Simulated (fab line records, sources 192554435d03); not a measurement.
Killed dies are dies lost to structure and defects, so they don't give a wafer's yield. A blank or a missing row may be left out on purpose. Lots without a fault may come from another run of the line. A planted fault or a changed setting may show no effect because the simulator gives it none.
Split-lot experiment | flow n5_finfet | 7 lots, 39 wafers read, on a route of 1938 steps

THE SPLIT
At N5_BEOL_M4_ILD_DEP_00 (deposits SiOC from DEMS/O2, target thk 79 nm, time 15.3 s), the setting time_s was moved away from the recipe's 15.3 s on 18 of the 39 wafers read, by -50.3% to +24.7%. The other wafers ran this setting at the recipe's value.

The file shows no step between the split and the reading.

THE READING
M4_ILD_THK, in nm, at N5_BEOL_M4_THK_MEAS_01. Fault-free wafers of this fab line usually give 79.3 nm, standard deviation 0.93 nm.

wafer  | tool, chamber at the split | time_s as run, s | against the recipe | M4_ILD_THK, nm | against lot-mates on the recipe
L077.1 | pecvd-02, 2                | 15.3             | recipe             | 79.1           | -
L077.2 | pecvd-02, 0                | 15.3             | recipe             | 79.2           | -
L077.5 | pecvd-02, 0                | 15.3             | recipe             | 81.4           | -
L082.1 | pecvd-01, 0                | 15.3             | recipe             | 78.2           | -
L082.2 | pecvd-01, 2                | 9.859            | -35.6%             | 50.1           | -28.3
L082.3 | pecvd-01, 1                | 9.859            | -35.6%             | 50.5           | -27.9
L082.4 | pecvd-01, 1                | 9.859            | -35.6%             | 51.9           | -26.5
L082.5 | pecvd-01, 0                | 15.3             | recipe             | 78.0           | -
L082.6 | pecvd-01, 2                | 15.3             | recipe             | 79.0           | -
L083.1 | pecvd-02, 0                | 18.88            | +23.4%             | 97.5           | +17.5
L083.2 | pecvd-02, 2,1              | 15.3             | recipe             | 79.6           | -
L083.3 | pecvd-02, 2,1              | 15.3             | recipe             | 79.6           | -
L083.4 | pecvd-02, 1                | 18.88            | +23.4%             | 97.6           | +17.6
L083.5 | pecvd-02, 2                | 18.88            | +23.4%             | 98.2           | +18.2
L083.6 | pecvd-02, 0                | 15.3             | recipe             | 80.7           | -
L090.1 | pecvd-02, 2                | 15.3             | recipe             | 78.5           | -
L090.2 | pecvd-02, 0                | 19.08            | +24.7%             | 97.6           | +18.7
L090.3 | pecvd-02, 0                | 15.3             | recipe             | 79.0           | -
L090.4 | pecvd-02, 2                | 19.08            | +24.7%             | 98.8           | +19.9
L090.5 | pecvd-02, 0                | 15.3             | recipe             | 79.3           | -
L090.6 | pecvd-02, 2                | 19.08            | +24.7%             | 99.2           | +20.3
L095.1 | pecvd-02, 2                | 7.601            | -50.3%             | 40.1           | -40.3
L095.2 | pecvd-02, 1                | 7.601            | -50.3%             | 41.3           | -39.1
L095.3 | pecvd-02, 0                | 15.3             | recipe             | 79.8           | -
L095.4 | pecvd-02, 0                | 15.3             | recipe             | 80.9           | -
L095.5 | pecvd-02, 1                | 15.3             | recipe             | 80.4           | -
L095.6 | pecvd-02, 2                | 7.601            | -50.3%             | 40.2           | -40.2
L096.1 | pecvd-02, 0                | 15.3             | recipe             | 78.9           | -
L096.2 | pecvd-02, 1                | 12.51            | -18.2%             | 64.6           | -15.0
L096.3 | pecvd-02, 2                | 12.51            | -18.2%             | 64.0           | -15.6
L096.4 | pecvd-02, 1                | 15.3             | recipe             | 79.6           | -
L096.5 | pecvd-02, 0                | 15.3             | recipe             | 80.2           | -
L096.6 | pecvd-02, 2                | 12.51            | -18.2%             | 65.2           | -14.4
L097.1 | pecvd-04, 0                | 11.38            | -25.6%             | 58.7           | -21.0
L097.2 | pecvd-04, 1                | 15.3             | recipe             | 78.2           | -
L097.3 | pecvd-04, 2                | 11.38            | -25.6%             | 59.9           | -19.8
L097.4 | pecvd-04, 2                | 11.38            | -25.6%             | 61.1           | -18.6
L097.5 | pecvd-04, 0                | 15.3             | recipe             | 80.3           | -
L097.6 | pecvd-04, 1                | 15.3             | recipe             | 80.5           | -
Where a row lists several chambers, the file gives one row for several wafers and doesn't say which wafer went through which chamber.

THE FIT
A straight line over all 39 wafers: M4_ILD_THK changes by +0.782 nm for each +1% of time_s; r = +1.00; the points scatter about the line by 0.91 nm.
The same after taking each lot's own level away (the mean of its wafers on the recipe; 39 wafers): +0.784 nm for each +1%; r = +1.00; scatter 0.75 nm.
On that fit, the largest move of time_s shifts the reading by 39 nm.
The lots' own levels span 78.40 to 80.37 nm, that is 2.1 times the standard deviation above.
So the lot-to-lot level changes the slope little: the two slopes agree.
Check: with one of the wafers moved furthest among these (-50.3%) left out of the fit, the line predicts -39.4 nm for it against its lot-mates. It came out at -40.3 nm against them.

THE WHOLE CHAIN: every reading that the file lists as answering this split, in the file's order
step                   | what it does                                              | reading                                                                            | change (the file's fit)               | r (the file's)
N5_BEOL_M4_ILD_DEP_00  | deposits SiOC from DEMS/O2, target thk 79 nm, time 15.3 s | SiOC_of_BEOL_M4_ILD_DEP_00.thk_nm (the simulator's own value, which no gauge read) | +0.785 nm for each +1% of the setting | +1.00
N5_BEOL_M4_THK_MEAS_01 |                                                           | M4_ILD_THK                                                                         | +0.785 for each +1% of the setting    | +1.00

THE FILE'S OWN FIT
M4_ILD_THK changes by +0.785 nm for each +1% of time_s, r = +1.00.
